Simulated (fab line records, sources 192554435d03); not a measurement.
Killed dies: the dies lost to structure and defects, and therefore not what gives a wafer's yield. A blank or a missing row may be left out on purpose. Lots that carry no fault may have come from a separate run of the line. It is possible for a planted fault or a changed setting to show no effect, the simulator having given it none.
Comparing a struck lot with a sound one :: flow n5Finfet :: 16 out of 1938 route steps
Sound: these wafers, L542.1, L542.3, L542.5. Struck: wafer L550.4. (L550.2, L550.3 of the same lot were not struck and are left out.) The cause comes at the end.
At each step with rows: each side's tool, then ch and its chambers, then its first start. Under that, the readings that differ: sound wafers :: struck wafers :: difference of the means :: sigmas: that difference in standard deviations of wafers without a fault.
alike: same words and numbers on both sides, and readings whose means sit less than 2 such deviations apart. not compared: any withheld reading, any reading some wafer has no value for, any bound like >300 that may hide the same value, and any number with overlapping values for which the record gives no deviation.
A row with sigmas, a row that says differs or no value, or rows on one side alone: a step with any of these is where the two part. Numbers that don't overlap but have no deviation are shown without sigmas and don't part them. A reading missing from all wafers of one side parts the sides only when that side holds two or more wafers.

first, 4 steps without rows for these wafers: N5_BEOL_M0_CUTY_SOFTBAKE_53 (time 60 s); N5_BEOL_M0_CUTY_EXPOSE_54 (exposes mask M0 ABLK); N5_BEOL_M0_CUTY_PEB_55 (peb time 60 s); N5_BEOL_M0_CUTY_DEVELOP_56 (develop time 30 s).
N5_BEOL_M0_CUTY_CD_MEAS_57 targets a cd of 200 nm.
  sound on cdSem-01 ch 0, day 5 23:46; struck on cdSem-01 ch 0, day 8 02:25
  alike: cdNm
N5_BEOL_M0_CUTY_OVL_MEAS_58:
  sound on overlay-01 ch 0, day 5 23:48; struck on overlay-02 ch 0, day 8 02:27
  alike: M0_ABLK_OVL
N5_BEOL_M0_CUTY_INSPECT_59: inspects for defects (macro).
  sound on defectInspect-01, day 5 23:50; struck on defectInspect-02, day 8 02:28
  alike: rawDefectCount
N5_BEOL_M0_CUTY_DESCUM_61: chemistry O2, time 7.9 s.
  sound on rieDiel-02 ch 0,1,2, day 5 23:52; struck on rieDiel-02 ch 1, day 8 02:31
  alike: drypumpMotorCurrentA, oesProductAu, rfFwdPowerW, rfVppV, showerheadPlenumPTorr, throttleValvePct
  not compared: rfHoursCounterH
N5_BEOL_M0_CUTY_ETCH_62: etches SiARC in CF4, time 58.5 s.
  sound on rieDiel-02 ch 0,1,2, day 5 23:53; struck on rieDiel-02 ch 1, day 8 02:32
  alike: drypumpMotorCurrentA, etchRfOnTimeS, oesProductAu, rfFwdPowerW, rfVppV, showerheadPlenumPTorr, throttleValvePct
  not compared: rfHoursCounterH
N5_BEOL_M0_CUTY_ETCH_63: etches SOC in N2/H2, target depth 82.7 nm, overetch 16.5 nm, time 124 s.
  sound on rieDiel-02 ch 0,1,2, day 5 23:56; struck on rieDiel-02 ch 1, day 8 02:35
  alike: drypumpMotorCurrentA, h2FlowSccm, n2FlowSccm, oesProductAu, rfFwdPowerW, rfVppV, showerheadPlenumPTorr, throttleValvePct
  not compared: rfHoursCounterH
then, 1 step without rows for these wafers: N5_BEOL_M0_CUTY_STRIP_64 (strips in N2/H2).
N5_BEOL_M0_ETCH_138: etches SiCN in CH3F/O2, target depth 12 nm, time 31.6 s.
  sound on rieDiel-02 ch 0,1,2, day 6 00:04; struck on rieDiel-02 ch 1, day 8 02:43
  alike: drypumpMotorCurrentA, etchRfOnTimeS, oesProductAu, rfFwdPowerW, rfVppV, showerheadPlenumPTorr, throttleValvePct
  not compared: rfHoursCounterH
N5_BEOL_M0_HM_OPEN_105: chemistry Cl2/BCl3, target TiN, target depth 12 nm.
  sound on rieMetal-02 ch 0,1, day 6 02:02; struck on rieMetal-02 ch 0, day 8 03:47
reading: model.etch.depthNm (nm)
sound: 11.6 11.58 11.59
struck: 12.51
difference: +0.92
sigmas: 
  alike: drypumpMotorCurrentA, oesProductAu, rfFwdPowerW, throttleValvePct
  not compared: rfHoursCounterH
N5_BEOL_M0_STRIP_140: strips in CF4.
  sound on rieDiel-01 ch 0,3, day 6 02:19; struck on rieDiel-02 ch 3, day 8 03:58
  alike: drypumpMotorCurrentA, oesProductAu, rfFwdPowerW, rfVppV, showerheadPlenumPTorr, throttleValvePct
  not compared: rfHoursCounterH
-- the record jumps here: 3 days lie between the struck wafers' starts before and after (it left off in module BEOL_M0 and takes up again in module BEOL_M4, whose first step shown is number 1111 of the route) --
N5_BEOL_M4_RC_MEAS_101:
  sound on prober-02 ch 0, day 8 20:25; struck on prober-01 ch 0, day 10 21:52
  alike: DIBL_N, DIBL_P, IOFF_N, IOFF_P, ION_N, ION_P, SS_N, SS_P, VT_N, VT_P
-- the record jumps here: 4 days lie between the struck wafers' starts before and after (it left off in module BEOL_M4 and takes up again in module PASSIVATION, whose first step shown is number 1936 of the route) --
N5_PASSIVATION_PROBE_49:
  only the struck wafers here have rows in the record (prober-02, day 15 04:28); the sound ones have none

== WHERE THEY PART ==
At N5_PASSIVATION_PROBE_49 and nowhere else, as far as this record goes.

WHY: what had been put in by the simulator
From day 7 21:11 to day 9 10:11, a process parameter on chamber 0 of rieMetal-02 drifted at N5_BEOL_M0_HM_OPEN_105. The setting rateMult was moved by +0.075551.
